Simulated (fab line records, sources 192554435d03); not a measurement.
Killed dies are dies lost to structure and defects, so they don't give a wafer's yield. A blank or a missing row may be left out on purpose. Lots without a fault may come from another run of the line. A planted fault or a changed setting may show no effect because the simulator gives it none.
Which tool did it? | flow n5_finfet | 23 lots, 69 wafers sampled, at 1 step of a route of 1938

WHAT THE GAUGES READ, wafer by wafer
N5_BEOL_M5_CD_MEAS_18: pitch 56 nm, target cd 28 nm. Usual: cd_nm 28.18 nm, standard deviation 0.25.
lot  | measured     | on        | cd_nm (nm)        | flag
L074 | day 7 15:12  | cd_sem-03 | 27.79 28.17 28.15 |
L075 | day 8 12:22  | cd_sem-03 | 28.27 27.65 28.38 |
L076 | day 8 15:04  | cd_sem-01 | 28.07 28.29 28.16 |
L077 | day 8 18:29  | cd_sem-02 | 27.87 28.00 28.41 |
L078 | day 8 21:20  | cd_sem-01 | 28.34 28.62 28.54 |
L079 | day 9 07:17  | cd_sem-03 | 28.37 28.19 27.91 |
L082 | day 9 17:43  | cd_sem-01 | 27.87 28.02 27.98 |
L081 | day 9 22:27  | cd_sem-03 | 28.32 27.91 28.38 |
L083 | day 10 01:25 | cd_sem-03 | 28.43 28.71 28.27 |
L084 | day 10 13:20 | cd_sem-03 | 28.19 28.04 28.42 |
L085 | day 10 15:15 | cd_sem-02 | 28.23 28.22 28.41 |
L087 | day 11 06:07 | cd_sem-03 | 27.96 28.10 28.01 |
L086 | day 11 09:17 | cd_sem-03 | 28.37 28.32 28.59 |
L089 | day 11 12:35 | cd_sem-03 | 28.08 28.20 28.11 |
L088 | day 11 18:45 | cd_sem-03 | 28.60 28.29 28.00 |
L090 | day 11 21:27 | cd_sem-01 | 28.09 27.95 27.67 |
L091 | day 12 09:22 | cd_sem-03 | 28.24 27.70 27.73 |
L092 | day 12 14:58 | cd_sem-02 | 28.30 28.36 28.56 |
L093 | day 12 17:49 | cd_sem-03 | 28.06 27.83 28.04 |
L094 | day 12 18:13 | cd_sem-02 | 28.29 28.08 27.52 |
L095 | day 13 00:51 | cd_sem-01 | 28.00 28.16 28.63 |
L096 | day 13 09:58 | cd_sem-03 | 28.09 28.37 28.42 |
L097 | day 14 01:29 | cd_sem-03 | 27.96 28.43 27.97 |

WHICH TOOL RAN EACH LOT (tool, then ch and the chambers of the sampled wafers, then the start)
The record holds no process step before these readings.

WHAT THE TOOLS THEMSELVES READ (means of the sampled wafers that have a number; where no wafer has one, the mark that the record gives instead)
The record holds no such reading with a usual standard deviation.

THE ANSWER, worked out from the rows above alone
Rule: a lot is off if the mean of its wafers that have a number lies more than 3 standard deviations from the usual mean. A lot without any number at a reading at which 4 lots or more have one is off too. The other lots that the step has rows for count as sound. The gauges are gone through in route order, then the tools' own readings, and for those a lot's mean is taken as printed above. The first step at which some lot is off is used, and at that step the reading that is off furthest; a lot without a number counts as furthest.
No lot is off at any reading shown: from this, nothing can be told.

WHAT THE SIMULATOR HAD PUT IN
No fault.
